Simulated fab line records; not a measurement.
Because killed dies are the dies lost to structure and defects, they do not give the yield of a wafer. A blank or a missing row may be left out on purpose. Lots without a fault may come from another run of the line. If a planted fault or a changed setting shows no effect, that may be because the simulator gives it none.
fab line records ; flow n5-finfet
[record] lots = 9; wafers = 25; last-day = 20
route steps=1938 shown SD_EPI_N@275 BEOL_M4@1111 MIM_TOP_LITHO@1850 TV_LITHO@1884 TV_OPEN@1888 PASSIVATION@1936
lots untouched by any fault: they come from a run of this same line in which no faults occurred
start-h: the number of hours between the record's first day and the start of the first shown wafer of the lot ; wait-h: how many hours have passed since the lot's step before this one ; " the same as in the row above ; L1.1+2: a row that stands for several wafers ; - no value, or no start given ; * or withheld: withheld ; < > ~ a bound
route shown NAME@n: NAME is a module with steps in the file, n the number in the route of the first one ; usual: the fault-free wafers' mean and standard deviation ; same: alike in all rows ; chamber/n: place in a boat ; sites: per-site readings ; _std_site: how widely they spread, as a standard deviation ; _edge_site: outer sites' mean less inner sites' ; radius-mm: how far each site lies from the wafer's centre ; mask NAME#n: copy n ; behind: tool/chamber where the wafer was last shaped ; hold: why the lot was held/for how many hours/how that ended ; device: the n, p or np transistor that did not switch ; end of line: the route-end tests of the same wafers ; step lacking rows: just its recipe ; killed: dies lost to structure and defects at the first sort, not the wafer's yield ; map: a wafer's dies, marking killed ones x, the rest . and places with no die _
set.NAME: setting as actually run; set.NAME@STEP: the setting as run at that earlier step ; model.NAME: the simulator's own value behind a step, which no gauge read
a sample of lots followed through the steps of the route, with each step as a table and each wafer as a row
services: the hour from which a tool's chamber was out of use, counted from the record's first day as start-h (under 0 if before that day), plus the number of hours and why
[[steps]]
[step N5_SD_EPI_N_ETCH_35]
[recipe] chemistry = N2/H2; target = SOC; overetch-a = 1080; mask-material = SiARC; temp-c = 40; ion-energy-ev = 100; source-w = 3000; bias-w = 133; pressure-mtorr = 20; time-s = 486; n2-flow-sccm = 200; h2-flow-sccm = 200
[usual] drypump-motor-current-A = 5.66/0.23; oes-product-au = 0.68/0.057; rf-vpp-V = 240.8/1.2; showerhead-plenum-p-Torr = 2.55/0.083; throttle-valve-pct = 23.94/0.27
lot.wafer;tool;chamber;start-h;wait-h;drypump-motor-current-A;oes-product-au;rf-hours-counter-h;rf-vpp-V;showerhead-plenum-p-Torr;throttle-valve-pct
L321.1;rie-diel-01;1;48.79;0.0;5.56;0.81;23;242.2;2.70;23.94
L321.4;rie-diel-01;3;48.79;0.0;5.88;0.64;205;239.4;2.52;23.84
L321.6;rie-diel-01;2;48.79;0.0;5.64;0.71;-;241.9;2.56;24.30
L322.2;rie-diel-04;3;54.47;0.0;5.25;0.69;131;240.4;2.66;24.24
L322.4;rie-diel-04;2;54.47;0.0;5.44;0.65;200;242.4;2.64;23.95
L323.2;rie-diel-01;1;61.49;0.0;5.55;0.80;27;241.6;2.69;23.94
L323.4;rie-diel-01;3;61.49;0.0;5.89;0.64;-;239.5;2.52;23.83
L323.6;rie-diel-01;1;61.49;0.0;5.54;0.80;-;242.8;2.69;23.95
L327.2;rie-diel-03;0;87.04;0.0;5.51;0.65;170;242.0;2.50;23.60
L327.4;rie-diel-03;1;87.04;0.0;5.78;0.75;-;240.7;2.45;23.97
L327.5;rie-diel-03;0;87.04;0.0;5.53;0.65;-;240.9;2.50;23.58
L331.1;rie-diel-04;3;111.59;0.0;5.24;0.69;141;244.0;2.65;24.25
L331.4;rie-diel-04;0;111.59;0.0;5.87;0.63;246;239.9;2.48;23.90
L331.5;rie-diel-04;3;111.59;0.0;5.22;0.69;-;241.0;2.65;24.25
L333.2;rie-diel-03;0;121.96;0.0;5.52;0.64;182;239.0;2.50;23.61
L333.3;rie-diel-03;3;121.96;0.0;5.65;0.73;107;240.7;2.43;23.35
L333.4;rie-diel-03;0;121.96;0.0;5.53;0.65;-;241.0;2.50;23.60
L335.2;rie-diel-04;1;130.96;0.0;5.92;0.62;244;239.3;2.51;24.24
L335.5;rie-diel-04;3;130.96;0.0;5.25;0.68;-;242.0;2.65;24.26
L335.6;rie-diel-04;2;130.96;0.0;5.40;0.63;-;242.3;2.64;23.99
L336.1;rie-diel-04;2;138.07;0.0;5.44;0.63;219;240.8;2.64;23.97
L336.2;rie-diel-04;1;138.07;0.0;5.89;0.62;247;238.1;2.50;24.25
L336.4;rie-diel-04;3;138.07;0.0;5.24;0.68;-;241.8;2.65;24.25
L343.1;rie-diel-01;2;181.20;0.0;5.66;0.68;160;239.5;2.54;24.39
L343.2;rie-diel-01;3;181.20;0.0;5.89;0.67;246;240.2;2.50;23.91
[step N5_BEOL_M4_RC_MEAS_101]
[usual] DIBL_N = 36.1/2.3; DIBL_P = 36/3.2; IOFF_N = 0.16/0.045; IOFF_P = 0.21/0.049; ION_N = 674/14; ION_P = 462/8.4; SS_N = 71.6/0.83; SS_P = 73.2/0.87; VT_N = 249/3.8; VT_P = -250/3.4
lot.wafer;tool;chamber;start-h;wait-h;DIBL_N[mV/V];DIBL_P[mV/V];IOFF_N[nA/um];IOFF_P[nA/um];ION_N[uA/um];ION_P[uA/um];SS_N[mV/dec];SS_P[mV/dec];VT_N[mV];VT_P[mV]
L321.1;prober-02;0;236.98;0.3;35.1;34;0.13;0.21;659;461;70.7;72.9;250;-249
L321.4;prober-02;0;236.98;0.3;39.1;39;0.20;0.28;675;466;72.3;73.6;248;-246
L321.6;prober-02;0;236.98;0.3;37.9;37;0.18;0.25;673;465;71.7;73.7;248;-245
L323.2;prober-01;0;266.49;0.2;36.3;33;0.14;0.18;650;449;71.9;72.9;254;-250
L323.4;prober-01;0;266.49;0.2;33.2;30;0.10;0.15;672;459;71.6;72.3;255;-253
L323.6;prober-01;0;266.49;0.2;36.7;35;0.14;0.21;682;470;72.0;73.0;253;-250
L322.2;prober-01;0;271.85;0.2;33.3;35;0.12;0.19;655;460;70.6;73.0;254;-250
L322.4;prober-01;0;271.85;0.2;34.5;36;0.13;0.23;664;464;70.5;72.7;249;-244
L327.2;prober-02;0;277.70;0.2;35.9;36;0.16;0.18;671;449;71.5;74.0;248;-250
L327.4;prober-02;0;277.70;0.2;31.9;31;0.10;0.13;663;451;69.7;72.0;252;-256
L327.5;prober-02;0;277.70;0.2;35.3;34;0.16;0.17;670;453;70.8;72.7;246;-255
L333.2;prober-02;0;297.29;0.2;34.9;35;0.13;0.20;682;472;71.0;73.2;253;-250
L333.3;prober-02;0;297.29;0.2;35.4;33;0.13;0.17;662;458;71.3;72.0;251;-255
L333.4;prober-02;0;297.29;0.2;34.2;33;0.11;0.15;648;444;70.2;72.0;257;-256
L331.1;prober-01;0;303.85;0.0;33.8;34;0.16;0.22;667;462;71.5;73.0;248;-248
L331.4;prober-01;0;303.85;0.0;34.2;34;0.14;0.21;662;460;71.5;72.4;250;-249
L331.5;prober-01;0;303.85;0.0;34.2;34;0.15;0.21;684;474;71.1;73.1;248;-249
L336.1;prober-01;0;344.70;0.0;35.5;36;0.15;0.18;672;457;72.1;72.9;249;-253
L336.2;prober-01;0;344.70;0.0;37.7;38;0.20;0.22;686;463;71.2;74.2;244;-251
L336.4;prober-01;0;344.70;0.0;33.9;34;0.13;0.16;667;457;70.4;72.4;248;-255
L335.2;prober-02;0;347.82;0.2;36.9;34;0.16;0.20;689;470;70.9;72.9;249;-247
L335.5;prober-02;0;347.82;0.2;38.7;37;0.19;0.24;693;472;71.8;74.2;243;-245
L335.6;prober-02;0;347.82;0.2;39.8;37;0.22;0.24;688;465;71.8;73.6;243;-247
L343.1;prober-02;0;364.44;0.0;39.9;39;0.22;0.24;707;474;72.3;74.2;244;-250
L343.2;prober-02;0;364.44;0.0;36.0;34;0.14;0.17;661;450;70.8;73.0;250;-252
[step N5_MIM_TOP_LITHO_DESCUM_10]
[recipe] chemistry = O2; time-s = 7.9; source-power-w = 50; bias-power-w = 20; pressure-mtorr = 20; rf-frequency-hz = 2.712e+07; temp-c = 40; o2-flow-sccm = 225
[usual] drypump-motor-current-A = 5.69/0.17; oes-product-au = 0.79/0.083; rf-vpp-V = 242.5/1.5; showerhead-plenum-p-Torr = 2.04/0.068; throttle-valve-pct = 20.40/0.27
lot.wafer;tool;chamber;start-h;wait-h;drypump-motor-current-A;oes-product-au;rf-hours-counter-h;rf-vpp-V;showerhead-plenum-p-Torr;throttle-valve-pct
L321.1;rie-diel-03;2;346.43;0.0;5.90;0.69;235;244.5;2.14;20.49
L321.4;rie-diel-03;0;346.43;0.0;5.52;0.95;3;241.7;2.07;20.21
L321.6;rie-diel-03;0;346.43;0.0;5.53;0.95;-;242.7;2.07;20.19
L322.2;rie-diel-01;3;359.24;0.0;5.90;0.86;49;240.6;2.02;19.92
L322.4;rie-diel-01;2;359.24;0.0;5.63;0.70;225;242.8;2.06;20.88
L323.2;rie-diel-03;3;359.55;0.0;5.64;0.73;190;240.6;1.95;20.19
L323.4;rie-diel-03;0;359.55;0.0;5.52;0.93;8;243.3;2.06;20.21
L323.6;rie-diel-03;2;359.55;0.0;5.99;0.68;-;241.7;2.14;20.52
L327.2;rie-diel-04;2;382.82;0.0;5.40;0.87;44;245.1;2.14;20.29
L327.4;rie-diel-04;3;382.82;0.0;5.23;0.69;232;242.5;2.16;20.96
L327.5;rie-diel-04;1;382.82;0.0;5.95;0.85;-;240.4;2.04;20.29
L333.2;rie-diel-03;1;411.60;0.0;5.77;0.71;205;240.4;1.99;20.83
L333.3;rie-diel-03;0;411.60;0.0;5.55;0.88;29;241.9;2.06;20.25
L333.4;rie-diel-03;3;411.60;0.0;5.68;0.71;-;240.2;1.95;20.21
L331.1;rie-diel-01;2;426.02;0.1;5.64;0.68;250;244.2;2.05;20.90
L331.4;rie-diel-01;0;426.02;0.1;5.74;0.76;176;241.6;1.99;20.41
L331.5;rie-diel-01;2;426.02;0.1;5.62;0.68;-;242.6;2.05;20.92
L336.1;rie-diel-01;3;457.34;0.0;5.86;0.81;87;243.0;2.01;19.98
L336.2;rie-diel-01;1;457.34;0.0;5.54;0.76;164;244.7;2.14;20.46
L336.4;rie-diel-01;0;457.34;0.0;5.71;0.74;189;241.6;1.98;20.42
L335.2;rie-diel-01;1;459.19;0.0;5.54;0.74;165;246.3;2.14;20.44
L335.5;rie-diel-01;0;459.19;0.0;5.75;0.74;-;242.1;1.98;20.44
L335.6;rie-diel-01;1;459.19;0.0;5.54;0.75;-;244.2;2.14;20.44
L343.1;rie-diel-03;3;469.01;0.1;5.64;0.70;234;241.4;1.94;20.24
L343.2;rie-diel-03;0;469.01;0.1;5.50;0.84;53;241.1;2.05;20.29
[step N5_PASSIVATION_OVL_MEAS_60]
[recipe] points-per-wafer = 44
[usual] TV_OVL = 0/5
lot.wafer;tool;chamber;start-h;wait-h;TV_OVL[nm]
L321.1;overlay-01;0;349.10;0.0;-4
L321.4;overlay-01;0;349.10;0.0;7
L321.6;overlay-01;0;349.10;0.0;-6
L322.2;overlay-02;0;364.04;0.0;-11
L322.4;overlay-02;0;364.04;0.0;-10
L323.2;overlay-01;0;364.20;0.0;-6
L323.4;overlay-01;0;364.20;0.0;7
L323.6;overlay-01;0;364.20;0.0;-3
L327.2;overlay-02;0;387.91;0.0;-4
L327.4;overlay-02;0;387.91;0.0;-13
L327.5;overlay-02;0;387.91;0.0;-6
L333.2;overlay-02;0;418.70;0.0;-3
L333.3;overlay-02;0;418.70;0.0;-2
L333.4;overlay-02;0;418.70;0.0;0
L331.1;overlay-02;0;428.25;0.0;-9
L331.4;overlay-02;0;428.25;0.0;-4
L331.5;overlay-02;0;428.25;0.0;-6
L336.1;overlay-02;0;460.13;0.0;-4
L336.2;overlay-02;0;460.13;0.0;-1
L336.4;overlay-02;0;460.13;0.0;2
L335.2;overlay-02;0;461.58;0.0;-4
L335.5;overlay-02;0;461.58;0.0;0
L335.6;overlay-02;0;461.58;0.0;2
L343.1;overlay-02;0;472.34;0.0;-4
L343.2;overlay-02;0;472.34;0.0;-1
[step N5_PASSIVATION_VIA_ETCH_13]
[recipe] chemistry = CHF3/O2; target = SiO2; target-depth-a = 6600; CHF3_flow_sccm = 50; O2_flow_sccm = 5; Ar_flow_sccm = 200; time-s = 330; mask-material = PR; pressure-mtorr = 30; source-w = 650; bias-w = 170; ion-energy-ev = 200; ends = cleared
[usual] drypump-motor-current-A = 5.6/0.44; etch-rf-on-time-s = 237/6.6; oes-product-au = 0.71/0.078; rf-vpp-V = 534/14; showerhead-plenum-p-Torr = 2.42/0.085; throttle-valve-pct = 18.88/0.22
lot.wafer;tool;chamber;start-h;wait-h;drypump-motor-current-A;etch-rf-on-time-s;oes-product-au;rf-hours-counter-h;rf-vpp-V;showerhead-plenum-p-Torr;throttle-valve-pct
L321.1;rie-diel-06;2;350.13;0.0;5.5;232;0.86;10;516;2.38;18.47
L321.4;rie-diel-06;1;350.13;0.0;5.6;244;0.69;136;530;2.48;18.56
L321.6;rie-diel-06;0;350.13;0.0;5.8;240;0.67;-;538;2.40;19.15
L322.2;rie-diel-06;0;364.26;0.0;5.8;248;0.65;181;538;2.40;19.16
L322.4;rie-diel-06;3;364.26;0.0;6.1;227;0.79;59;537;2.45;18.91
L323.2;rie-diel-05;2;364.42;0.0;6.1;240;0.66;181;516;2.51;18.90
L323.4;rie-diel-05;2;364.42;0.0;6.2;239;0.66;-;516;2.51;18.89
L323.6;rie-diel-05;0;364.42;0.0;5.0;236;0.62;-;545;2.28;19.08
L327.2;rie-diel-05;1;388.51;0.0;5.6;238;0.87;2;546;2.48;18.81
L327.4;rie-diel-05;3;388.51;0.0;5.7;238;0.63;225;527;2.29;18.90
L327.5;rie-diel-05;3;388.51;0.0;5.7;242;0.63;-;527;2.29;18.88
L333.2;rie-diel-02;3;418.94;0.0;5.7;239;0.68;148;564;2.30;19.17
L333.3;rie-diel-02;0;418.94;0.0;4.8;230;0.79;48;540;2.52;19.00
L333.4;rie-diel-02;1;418.94;0.0;6.4;245;0.67;-;545;2.50;18.83
L331.1;rie-diel-06;1;428.88;0.0;5.6;239;0.68;157;530;2.48;18.56
L331.4;rie-diel-06;0;428.88;0.0;5.8;250;0.64;194;538;2.39;19.19
L331.5;rie-diel-06;3;428.88;0.0;6.1;225;0.78;-;536;2.45;18.95
L336.1;rie-diel-05;1;460.37;0.0;5.6;233;0.81;26;546;2.47;18.81
L336.2;rie-diel-05;3;460.37;0.0;5.7;238;0.61;251;526;2.28;18.95
L336.4;rie-diel-05;1;460.37;0.0;5.6;238;0.81;-;545;2.47;18.84
L335.2;rie-diel-02;2;461.99;0.0;5.0;237;0.76;42;518;2.44;18.60
L335.5;rie-diel-02;0;461.99;0.0;4.8;227;0.78;-;541;2.52;19.02
L335.6;rie-diel-02;2;461.99;0.0;5.0;241;0.76;-;516;2.44;18.59
L343.1;rie-diel-06;0;472.56;0.0;5.8;242;0.64;209;537;2.39;19.20
L343.2;rie-diel-06;2;472.56;0.0;5.5;229;0.80;42;515;2.37;18.52
[step N5_PASSIVATION_PROBE_49]
[usual] defect-limited-yield = 90.9/1.6; killed_at_M0_to_M3 = 37/11; killed_at_M4_up = 15/5.6; killed-at-contacts = 13/6.4; killed-at-front-end = 39/11; killed-at-other = 4/3.1; killed-dies = 107/19; killed-open = 71/14; killed-short = 34/7.8; sort_bin_5_function = 5.3/1; sort_bin_6_memory = 3.4/0.72; sort_bin_8_speed = 0.0/0.42; sort-n-pass = 1072/20; sort-yield-pct = 90.9/1.7
[same] gross-dies = 1180; killed-at-back-side = 0; sort_bin_4_leakage[%] = 0
lot.wafer;tool;chamber;start-h;wait-h;defect-limited-yield[%];killed_at_M0_to_M3;killed_at_M4_up;killed-at-contacts;killed-at-front-end;killed-at-other;killed-dies;killed-open;killed-short;sort_bin_5_function[%];sort_bin_6_memory[%];sort_bin_8_speed[%];sort-n-pass;sort-yield-pct[%]
L343.1;prober-02;-;479.04;0.0;93.6;39;10;12;14;1;76;54;21;4.2;2.1;0;1104;93.6
L343.2;prober-02;-;479.09;0.1;86.0;54;10;10;90;1;165;67;32;10.4;3.4;0;1015;86.0
// killed by level:class
L343.1 MOL_CONTACT_COAG:geometric-particle:open=11 BEOL_M0_SAQP:geometric-particle:open=10 BEOL_M0_SAQP:geometric-particle:short=8 BEOL_M3:geometric-particle:open=8 BEOL_M1:geometric-particle:open=5 BEOL_M4:geometric-particle:open=5 STI_FIN_REVEAL:geometric-particle:open=3 BEOL_M2:geometric-particle:open=3
L343.2 SD_EPI_N:area-etch=65 BEOL_M2:geometric-particle:open=14 BEOL_M0_SAQP:geometric-particle:open=10 MOL_CONTACT_COAG:geometric-particle:open=9 BEOL_M0_SAQP:geometric-particle:short=6 BEOL_M1:geometric-particle:short=6 BEOL_M1:geometric-particle:open=6 BEOL_M3:geometric-particle:open=6
[[services]]
tool;chamber;start-h;hours;kind
rie-diel-01;-;34.96;2.1;repair
rie-diel-04;-;50.82;2.8;pm
rie-diel-01;0;54.23;13.5;repair
rie-diel-03;0;56.45;17.9;repair
rie-diel-03;3;73.73;36.7;repair
rie-diel-04;3;94.76;1.6;repair
rie-diel-01;-;114.20;2.8;pm
rie-diel-03;2;115.16;18.1;repair
rie-diel-06;3;141.41;1.3;repair
rie-diel-06;3;156.83;2.9;repair
rie-diel-03;0;206.78;4.0;repair
rie-diel-06;0;211.17;17.1;repair
rie-diel-03;2;238.86;1.8;repair
rie-diel-06;-;246.41;0.3;repair
rie-diel-03;3;254.51;19.3;repair
rie-diel-06;3;272.62;3.0;repair
rie-diel-03;3;289.92;5.3;repair
rie-diel-04;0;298.90;4.3;repair
rie-diel-04;2;332.82;4.0;repair
rie-diel-01;0;394.03;3.4;repair
rie-diel-04;3;403.00;26.1;repair
rie-diel-01;1;409.37;8.5;repair
rie-diel-03;1;417.77;8.0;repair
rie-diel-03;2;439.39;1.4;repair
[[key]]
[first-sign] step = N5_PASSIVATION_PROBE_49; reading = sort_bin_5_function; direction = up; sigmas = 5; usual = 5.3; struck = 10.4
[effect] step = N5_PASSIVATION_PROBE_49; reading = killed-at-front-end; direction = up; sigmas = 4.6; usual = 39; struck = 90
[more-kills-born-at] N5_SD_EPI_N_ETCH_35@rie-diel-01 = 65
met-at N5_SD_EPI_N_ETCH_35
struck-lots L343
struck-wafers L343.2
not-acting-at N5_MIM_TOP_LITHO_DESCUM_10,N5_PASSIVATION_OVL_MEAS_60,N5_PASSIVATION_VIA_ETCH_13
onset-between 61.49 181.20
[fault] kind = process-parameter-drift; tool = rie-diel-01; chamber = -; onset-h = 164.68; steps = N5_SD_EPI_N_ETCH_35; channel = time-s; offset = *; shape = step; end-h = 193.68; scope = struck-wafers-only; acts-in = *; stated = *
